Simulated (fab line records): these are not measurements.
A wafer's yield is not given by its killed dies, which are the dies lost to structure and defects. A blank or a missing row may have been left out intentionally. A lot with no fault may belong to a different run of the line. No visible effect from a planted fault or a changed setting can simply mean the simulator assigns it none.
Matching of chambers ; flow n5_finfet ; N5_BEOL_M3_STRIP_36 on rie_diel-05: 4 sister chambers
The step strips in N2/H2. 4 wafers are shown with their chamber, then 8 later ones without.

WAFERS, EACH WITH ITS CHAMBER
wafer;chamber;throttle_valve_pct (%)
L079.5;0;22.8
L081.2;2;22.8
L091.4;3;22.8
L092.1;1;23.7

WAFERS WHOSE CHAMBER IS MISSING
wafer;throttle_valve_pct (%)
L092.3;22.8
L092.6;22.8
L094.1;22.7
L094.2;22.8
L094.6;22.8
L095.1;22.8
L095.5;22.8
L095.6;22.7

WHICH CHAMBER EACH ONE RAN IN
wafer;from the rows above;in truth
L092.3;can't be placed: 0 or 2 or 3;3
L092.6;can't be placed: 0 or 2 or 3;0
L094.1;can't be placed: 0 or 2 or 3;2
L094.2;can't be placed: 0 or 2 or 3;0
L094.6;can't be placed: 0 or 2 or 3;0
L095.1;can't be placed: 0 or 2 or 3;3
L095.5;can't be placed: 0 or 2 or 3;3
L095.6;can't be placed: 0 or 2 or 3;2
Correct placement for 0 of the 8. Not placeable from these rows: 8 (in 8, the candidates include the true chamber). Number placed wrongly: 0.
How it was worked out, from the rows above alone: a wafer's distance from a chamber is the root of the sum, over the readings, of the square of ((its reading less the chamber's mean) divided by the reading's scatter). The wafer belongs to the nearest chamber; if the next one is less than 2 further off, it can't be placed. A chamber's mean is the mean of its shown wafers. The scatter: with one shown wafer a chamber, the root of the mean of the squares of how far each hidden wafer lies from its nearest shown one.
